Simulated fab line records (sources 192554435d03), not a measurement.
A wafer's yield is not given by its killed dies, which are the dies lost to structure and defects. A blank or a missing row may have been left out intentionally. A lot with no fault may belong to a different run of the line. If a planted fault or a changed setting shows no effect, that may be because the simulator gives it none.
3 desks, one fault + flow n5Finfet + each desk holds nothing but its own numbers, with what lay behind them at the end

## AT THE TOOL OWNER'S DESK: pvdSputter-01
The tool's own readings at N5_BEOL_M11_HM_DEP_02 (deposits TiN, target thk 20 nm): means of the sampled wafers that have a number, for each lot that ran on this tool. If a lot's mean is further than 4 standard deviations from the usual mean, the lot is out of limits and carries the mark OUT (the distance appears in the brackets).
Columns: A = throttleValvePct at N5_BEOL_M11_HM_DEP_02, usual 30.1 %
| lot  | first seen here | A    |
|------|-----------------|------|
| L710 | day 11 05:19    | 29.8 |
| L709 | day 11 05:31    | 29.8 |
| L711 | day 11 23:59    | 30.0 |
This desk's verdict: no lot among the 3 shows anything out of limits.

## THE DEFECT DESK
For each lot, the counts of the inspections along the route, averaged over the sampled wafers that have a number. If a lot's mean is further than 4 standard deviations from the usual mean, the lot is out of limits and carries the mark OUT (the distance appears in the brackets).
Columns: A = rawDefectCount at N5_BEOL_M10_INSPECT_58, usual 74; B = rawDefectCount at N5_BEOL_M11_INSPECT_13, usual 401
| lot  | first seen here | A   | B               |
|------|-----------------|-----|-----------------|
| L706 | day 10 01:53    | 80  | 428             |
| L710 | day 11 00:38    | 57  | 345             |
| L709 | day 11 01:21    | 54  | 1289 (+9.4) OUT |
| L711 | day 11 21:32    | 109 | 1436 (+11) OUT  |
| L713 | day 12 02:26    | 53  | 427             |
| L724 | day 15 02:43    | 81  | 534             |
This desk's finding: out of limits on L709, L711; first on L709, day 11 06:04 (rawDefectCount at N5_BEOL_M11_INSPECT_13). L706, L710, L713, L724 stayed within limits.

## THE METROLOGY DESK
What the gauges read for every lot (on any tool): the sampled wafers with a number, averaged. If a lot's mean is further than 4 standard deviations from the usual mean, the lot is out of limits and carries the mark OUT (the distance appears in the brackets).
Columns: A = M10_THK at N5_BEOL_M10_THK_MEAS_53, usual 139.4 nm; B = M10_RS at N5_BEOL_M10_RS_MEAS_57, usual 0.151 ohm/sq; C = M11_ILD_THK at N5_BEOL_M11_THK_MEAS_01, usual 268 nm; D = cdNm at N5_BEOL_M11_CD_MEAS_11, usual 64.0 nm; E = M11_OVL at N5_BEOL_M11_OVL_MEAS_12, usual 0.1 nm
| lot  | first seen here | A     | B     | C   | D    | E    |
|------|-----------------|-------|-------|-----|------|------|
| L706 | day 10 01:44    | 139.2 | 0.152 | 266 | 63.6 | 0.8  |
| L710 | day 11 00:28    | 142.7 | 0.150 | 269 | 64.9 | -0.4 |
| L709 | day 11 01:11    | 140.1 | 0.150 | 275 | 63.8 | -0.6 |
| L711 | day 11 21:23    | 142.0 | 0.149 | 268 | 64.0 | 0.2  |
| L713 | day 12 02:17    | 138.9 | 0.153 | 268 | 63.3 | 0.3  |
| L724 | day 15 02:33    | 136.6 | 0.152 | 266 | 64.6 | 0.9  |
This desk's verdict: no lot among the 6 shows anything out of limits.

## TAKEN TOGETHER
The defect desk could have raised an alarm at day 11 06:04, on L709, L711.
The desk of the tool owner found nothing out of limits.
Nothing out of limits was seen by the metrology desk.
On record at the tool owner's desk: L709, L711, within its limits.
The metrology desk holds a record of L709, L711, inside its limits.
Every lot named ran N5_BEOL_M11_HM_DEP_02 on pvdSputter-01.

## WHAT THE SIMULATOR HAD INSERTED
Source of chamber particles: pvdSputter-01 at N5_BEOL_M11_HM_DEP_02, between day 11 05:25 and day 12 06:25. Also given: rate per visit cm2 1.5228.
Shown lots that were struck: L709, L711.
Hours from the fault's start to each desk's first reading out of limits: the defect desk, 1.
